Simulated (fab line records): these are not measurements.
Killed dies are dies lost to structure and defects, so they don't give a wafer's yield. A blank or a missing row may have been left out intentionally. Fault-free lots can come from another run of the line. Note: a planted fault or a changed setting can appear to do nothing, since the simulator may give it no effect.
Split-lot experiment | flow n5 finfet | route with 1938 steps; 7 lots, 21 wafers read

THE SPLIT ITSELF
At N5_BEOL_M2_ETCH_69 (etches SiARC in CF4, target depth 15.6 nm, time 26 s), the setting bias w was moved away from the recipe's 36 W on 12 of the 21 wafers read, by -15.1% to +6.9%. All remaining wafers had this setting at the recipe value.

Reading taken at the split's own step.

THE READING
rf vpp V, in V, at N5_BEOL_M2_ETCH_69 (etches SiARC in CF4, target depth 15.6 nm, time 26 s). A value of 184.0 V with a standard deviation of 1.1 V is what fault-free wafers of this fab line usually give.

wafer  | tool, chamber at the split | bias w as run, W | against the recipe | rf vpp V, V | against lot-mates on the recipe
L075.3 | rie diel-02, 3             | 30.85            | -14.3%             | 166.9       | -19.5
L075.5 | rie diel-02, 2             | 30.85            | -14.3%             | 166.6       | -19.8
L075.6 | rie diel-02, 1             | 36               | recipe             | 186.4       | -
L077.2 | rie diel-04, 2             | 30.58            | -15.1%             | 165.3       | -18.4
L077.3 | rie diel-04, 1             | 36               | recipe             | 182.2       | -
L077.6 | rie diel-04, 3             | 36               | recipe             | 185.2       | -
L079.1 | rie diel-06, 2             | 31.46            | -12.6%             | 168.5       | -17.1
L079.3 | rie diel-06, 1             | 31.46            | -12.6%             | 168.6       | -17.0
L079.6 | rie diel-06, 1             | 36               | recipe             | 185.6       | -
L085.2 | rie diel-06, 1             | 34.24            | -4.9%              | 179.8       | -4.5
L085.5 | rie diel-06, 1             | 34.24            | -4.9%              | 178.1       | -6.2
L085.6 | rie diel-06, 2             | 36               | recipe             | 184.3       | -
L089.3 | rie diel-04, 1             | 38.49            | +6.9%              | 192.7       | +8.8
L089.4 | rie diel-04, 1             | 36               | recipe             | 183.9       | -
L089.6 | rie diel-04, 2             | 38.49            | +6.9%              | 191.4       | +7.5
L091.1 | rie diel-06, 3             | 33.13            | -8.0%              | 173.2       | no lot-mate on the recipe
L091.4 | rie diel-06, 0             | 33.13            | -8.0%              | 171.9       | no lot-mate on the recipe
L091.6 | rie diel-06, 3             | 33.13            | -8.0%              | 175.0       | no lot-mate on the recipe
L096.1 | rie diel-04, 2             | 36               | recipe             | 183.0       | -
L096.5 | rie diel-04, 1             | 36               | recipe             | 184.2       | -
L096.6 | rie diel-04, 2             | 36               | recipe             | 183.1       | -

FIT RESULTS
A straight line over all 21 wafers: rf vpp V changes by +1.23 V for each +1% of bias w; r = +0.99; the points scatter about the line by 1.2 V.
The same after taking each lot's own level away (the mean of its wafers on the recipe; 18 wafers): +1.3 V for each +1%; r = +0.99; scatter 0.98 V.
The reading moves by 20 V for the largest change in bias w, on that fit.
The span of the lots' own levels, 183.43 to 186.40 V, comes to 2.7 times the standard deviation stated above.
Hence the lot-to-lot level has little effect on the slope; both slopes agree.
Check: for one of the wafers moved furthest among these (-15.1%), held out of the fit, the line's prediction against its lot-mates is -20 V. Against them it came out at -18.4 V.
Tool readings at the split's step, against how far the setting was moved: rf vpp V r = +0.99.

FILE'S OWN FIT
rf vpp V changes by +1.29 V for each +1% of bias w, r = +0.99.
